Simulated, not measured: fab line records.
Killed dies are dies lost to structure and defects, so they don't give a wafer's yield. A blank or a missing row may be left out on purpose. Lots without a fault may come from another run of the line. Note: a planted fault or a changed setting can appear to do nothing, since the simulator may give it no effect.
The tool behind it: which one? + flow n5 finfet + 10 lots, 30 wafers sampled, at 3 steps of a route of 1938

## WHAT THE GAUGES READ, wafer by wafer
N5_BEOL_M14_THK_MEAS_01.
| lot  | measured     | on            | M14_ILD_THK (nm) |
|------|--------------|---------------|------------------|
| L674 | day 12 01:19 | film metro-02 | 1098 1119 1130   |
| L675 | day 12 08:44 | film metro-02 | 1122 1119 1134   |
| L678 | day 13 14:22 | film metro-01 | 1105 1115 1142   |
| L679 | day 13 14:57 | film metro-01 | 1078 1090 1090   |
| L680 | day 13 17:37 | film metro-01 | 1089 1085 1105   |
| L682 | day 14 01:19 | film metro-02 | 1069 1078 1094   |
| L683 | day 14 05:20 | film metro-02 | 1105 1094 1108   |
| L686 | day 15 19:05 | film metro-02 | 1119 1134 1130   |
| L688 | day 16 12:13 | film metro-02 | 1100 1118 1121   |
| L695 | day 17 23:01 | film metro-01 | 1089 1097 1105   |

## EACH LOT AND THE TOOL THAT RAN IT (in order: tool; ch and the chambers of the sampled wafers; start)
| lot  | N5_BEOL_M13_ANNEAL_48            | N5_BEOL_M14_ILD_DEP_00          |
|------|----------------------------------|---------------------------------|
| L674 | rtp anneal-01 ch 0, day 12 00:16 | pecvd-03 ch 0,1, day 12 01:03   |
| L675 | rtp anneal-02 ch 0, day 12 07:46 | pecvd-01 ch 0,1,2, day 12 08:33 |
| L678 | rtp anneal-02 ch 0, day 13 13:23 | pecvd-01 ch 0,2, day 13 14:10   |
| L679 | rtp anneal-01 ch 0, day 13 14:00 | pecvd-04 ch 0,2, day 13 14:46   |
| L680 | rtp anneal-01 ch 0, day 13 16:37 | pecvd-04 ch 0,2, day 13 17:25   |
| L682 | rtp anneal-01 ch 0, day 14 00:18 | pecvd-04 ch 0,2, day 14 01:08   |
| L683 | rtp anneal-01 ch 0, day 14 04:25 | pecvd-01 ch 0,1,2, day 14 05:09 |
| L686 | rtp anneal-01 ch 0, day 15 18:10 | pecvd-03 ch 0,2, day 15 18:53   |
| L688 | rtp anneal-01 ch 0, day 16 11:14 | pecvd-04 ch 1,2, day 16 12:02   |
| L695 | rtp anneal-02 ch 0, day 17 22:05 | pecvd-01 ch 1,2, day 17 22:50   |
- N5_BEOL_M13_ANNEAL_48: time 90 s.
- N5_BEOL_M14_ILD_DEP_00: deposits SiO2 from TEOS/O2, target thk 1119.3 nm, time 237.4 s.

## THE ANSWER, worked out from the rows above alone
Rule: the usual values come from the lots themselves. Put in order of their means at a reading, lots are off if they are a third of the lots or fewer, leave a main group of 4 or more, and stand apart from it by a gap of 3 or more times the standard deviation of the main group's means; of several such gaps the widest counts. The tables above print the reading to a certain number of digits; a main group whose means all agree to those digits is not used. A lot without any number at a reading at which 4 lots or more have one is off too. Any other lot the step has rows for is counted as sound.
None of the lots is off at any reading shown; this tells nothing.

## WHAT THE SIMULATOR HAD INSERTED
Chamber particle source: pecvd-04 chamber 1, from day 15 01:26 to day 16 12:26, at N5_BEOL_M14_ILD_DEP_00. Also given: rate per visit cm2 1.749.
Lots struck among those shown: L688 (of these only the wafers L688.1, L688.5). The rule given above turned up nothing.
